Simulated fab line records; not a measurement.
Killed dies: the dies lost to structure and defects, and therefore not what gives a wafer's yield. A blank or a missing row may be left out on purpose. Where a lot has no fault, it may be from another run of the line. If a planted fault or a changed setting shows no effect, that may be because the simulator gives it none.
The tool behind it: which one? | flow nand harc | 12 lots with 36 wafers sampled at 6 steps, on a route of 1302 steps

== WHAT THE GAUGES READ, wafer by wafer ==
NHARC_A_ONON_D1_THK_MEAS_02: measures by ellipsometry.
lot  | measured     | on            | thk nm (nm)
L715 | day 8 01:56  | film metro-01 | 986 986 986
L716 | day 8 01:56  | film metro-02 | 1012 1012 1014
L717 | day 8 13:03  | film metro-01 | 987 988 986
L718 | day 8 21:36  | film metro-02 | 998 997 998
L719 | day 9 06:12  | film metro-01 | 994 994 994
L720 | day 10 06:39 | film metro-02 | 999 997 998
L722 | day 10 14:12 | film metro-01 | 1002 1003 1002
L723 | day 11 05:32 | film metro-02 | 1020 1021 1023
L732 | day 14 20:02 | film metro-02 | 997 998 996
L733 | day 15 05:49 | film metro-01 | 997 996 997
L735 | day 16 02:15 | film metro-01 | 989 990 990
L738 | day 17 07:29 | film metro-02 | 1000 1000 1001

NHARC_A_ONON_D1_THK_MEAS_18: measures by ellipsometry.
lot  | measured     | on            | thk nm (nm)
L715 | day 8 12:02  | film metro-02 | 1011 1011 1012
L716 | day 8 12:02  | film metro-01 | 987 986 986
L717 | day 8 23:19  | film metro-02 | 996 996 998
L718 | day 9 07:56  | film metro-01 | 1007 1005 1006
L719 | day 9 16:28  | film metro-01 | 1012 1014 1011
L720 | day 10 18:54 | film metro-02 | 1014 1012 1011
L722 | day 11 00:16 | film metro-02 | 992 991 992
L723 | day 11 16:48 | film metro-01 | 1019 1021 1019
L732 | day 15 06:03 | film metro-01 | 1533 1533 1532
L733 | day 15 17:36 | film metro-02 | 1535 1536 1536
L735 | day 16 12:32 | film metro-02 | 1011 1009 1009
L738 | day 17 17:32 | film metro-02 | 976 976 978

NHARC_END_SORT_01.
lot  | measured     | on        | killed at array | killed at other | killed at periphery | killed dies | killed open | killed short
L732 | day 31 22:11 | prober-01 | 673 674 672     | 1 0 0           | 3 3 5               | 677 677 677 | 1 2 3       | 2 2 2
L733 | day 33 01:32 | prober-02 | 664 671 668     | 2 0 3           | 11 6 6              | 677 677 677 | 5 5 2       | 2 6 4

== EACH LOT AND THE TOOL THAT RAN IT (in order: tool; ch and the chambers of the sampled wafers; start) ==
lot  | NHARC_A_ZERO_WELL_ETCH_19          | NHARC_A_ONON_D1_DEP_16           | NHARC_A_ONON_D1_DEP_33
L715 | rie diel-02 ch 0,3, day 7 03:41    | pecvd onon-04 ch 0, day 8 11:38  | pecvd-03 ch 0,2, day 8 14:24
L716 | rie diel-08 ch 0,2,3, day 7 06:36  | pecvd onon-03 ch 0, day 8 11:35  | pecvd-02 ch 0,1,2, day 8 14:29
L717 | rie diel-09 ch 2,3, day 7 14:40    | pecvd onon-04 ch 0, day 8 22:49  | pecvd-01 ch 0,1,2, day 9 01:43
L718 | rie diel-09 ch 0,3, day 7 22:29    | pecvd onon-01 ch 0, day 9 07:25  | pecvd-03 ch 0,1,2, day 9 10:15
L719 | rie diel-08 ch 0,1,2, day 8 08:28  | pecvd onon-03 ch 0, day 9 16:05  | pecvd-03 ch 0,1,2, day 9 18:47
L720 | rie diel-09 ch 0,1, day 9 04:46    | pecvd onon-01 ch 0, day 10 18:31 | pecvd-03 ch 0,2, day 10 21:38
L722 | rie diel-09 ch 0,3, day 9 15:08    | pecvd onon-04 ch 0, day 10 23:48 | pecvd-02 ch 1,2, day 11 02:38
L723 | rie diel-09 ch 1,2,3, day 10 07:20 | pecvd onon-01 ch 0, day 11 16:21 | pecvd-02 ch 0,2, day 11 19:08
L732 | rie diel-09 ch 1,2,3, day 13 19:41 | pecvd onon-01 ch 0, day 15 05:32 | pecvd-01 ch 0,1,2, day 15 08:25
L733 | rie diel-09 ch 0,2,3, day 14 06:43 | pecvd onon-01 ch 0, day 15 17:10 | pecvd-01 ch 0,1, day 15 19:55
L735 | rie diel-08 ch 1,2,3, day 15 00:55 | pecvd onon-04 ch 0, day 16 12:05 | pecvd-02 ch 1,2, day 16 14:52
L738 | rie diel-09 ch 1,2,3, day 16 10:20 | pecvd onon-03 ch 0, day 17 17:01 | pecvd-02 ch 0,2, day 17 19:53
- NHARC_A_ZERO_WELL_ETCH_19: etches the open film in N2/H2, target depth 80 nm, overetch 24 nm, time 87.88 s.
- NHARC_A_ONON_D1_DEP_16: target thk 1000 nm.
- NHARC_A_ONON_D1_DEP_33: deposits SiO2, target thk 200 nm.

== WHAT THE TOOLS THEMSELVES READ (means of the sampled wafers that have a number; where no wafer has one, the mark that the record gives instead) ==
NHARC_A_ZERO_WELL_ETCH_19.
lot  | tool        | drypump motor current A (A) | h2 flow sccm (sccm) | oes product au (a.u.) | rf vpp V (V) | showerhead plenum p Torr (Torr) | throttle valve pct (%)
L715 | rie diel-02 | 5.0                         | 149.9               | 1.017                 | 432.6        | 2.12                            | 14.167
L716 | rie diel-08 | 6.0                         | 150.0               | 0.997                 | 430.1        | 2.01                            | 14.169
L717 | rie diel-09 | 5.5                         | 149.2               | 0.991                 | 433.7        | 2.15                            | 14.169
L718 | rie diel-09 | 6.0                         | 149.7               | 1.000                 | 431.2        | 2.08                            | 14.175
L719 | rie diel-08 | 6.1                         | 149.6               | 0.996                 | 428.8        | 1.98                            | 14.176
L720 | rie diel-09 | 6.0                         | 150.1               | 1.001                 | 431.3        | 2.07                            | 14.173
L722 | rie diel-09 | 6.0                         | 150.1               | 1.004                 | 431.9        | 2.08                            | 14.172
L723 | rie diel-09 | 5.8                         | 150.1               | 1.003                 | 432.4        | 2.13                            | 14.166
L732 | rie diel-09 | 5.8                         | 149.4               | 0.993                 | 432.8        | 2.13                            | 14.172
L733 | rie diel-09 | 5.7                         | 149.9               | 1.003                 | 432.5        | 2.12                            | 14.171
L735 | rie diel-08 | 5.9                         | 149.9               | 1.000                 | 429.9        | 2.00                            | 14.169
L738 | rie diel-09 | 5.8                         | 150.0               | 0.993                 | 433.0        | 2.13                            | 14.160

NHARC_A_ONON_D1_DEP_33.
lot  | tool     | heater power w (W) | throttle valve pct (%)
L715 | pecvd-03 | 527                | 16.2
L716 | pecvd-02 | 566                | 16.3
L717 | pecvd-01 | 562                | 15.3
L718 | pecvd-03 | 540                | 16.3
L719 | pecvd-03 | 484                | 16.3
L720 | pecvd-03 | 604                | 16.3
L722 | pecvd-02 | 614                | 16.3
L723 | pecvd-02 | 629                | 15.6
L732 | pecvd-01 | 614                | 15.4
L733 | pecvd-01 | 607                | 15.6
L735 | pecvd-02 | 599                | 16.3
L738 | pecvd-02 | 451                | 16.2

== THE ANSWER, worked out from the rows above alone ==
Rule: what is usual is taken from the lots themselves. The widest of any qualifying gaps counts: lots, ordered by their means at a reading, are off when they make up no more than a third of the lots, leave a main group of 4 or more, and stand apart from it by 3 or more times the standard deviation of that group's means. Not used: any main group whose means are identical at the precision the tables above print for the reading. Also off: a lot with no number at a reading for which 4 or more lots have one. All remaining lots with rows at the step are treated as sound. After the gauges, taken in route order, come the tools' own readings; for these a lot's mean is taken, as printed above. At the first step where some lot is off, the reading lying furthest off is the one used; lots without a number count as furthest.
Off at NHARC_A_ONON_D1_THK_MEAS_18 (thk nm): L732, L733. For the main group the mean is 1002 nm and the standard deviation 13.
If a tool, at a process step before that reading, ran all the lots that are off and no sound lot after the first of them, it fits. The gauges at NHARC_A_ONON_D1_THK_MEAS_18 aren't tried: what is off there is off at NHARC_A_ONON_D1_DEP_33 too, on other tools, and a gauge's error can't cause that. One fits: pecvd onon-01 at NHARC_A_ONON_D1_DEP_16. Its last sound lot is L723 (day 11 16:21), its first lot that is off L732 (day 15 05:32): a fault that began between those two fits.

== WHAT THE SIMULATOR PUT IN ==
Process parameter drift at NHARC_A_ONON_D1_DEP_16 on pecvd onon-01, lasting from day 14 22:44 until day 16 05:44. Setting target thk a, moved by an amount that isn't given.
Shown lots that were struck: L732, L733. This agrees with what the rule above found.
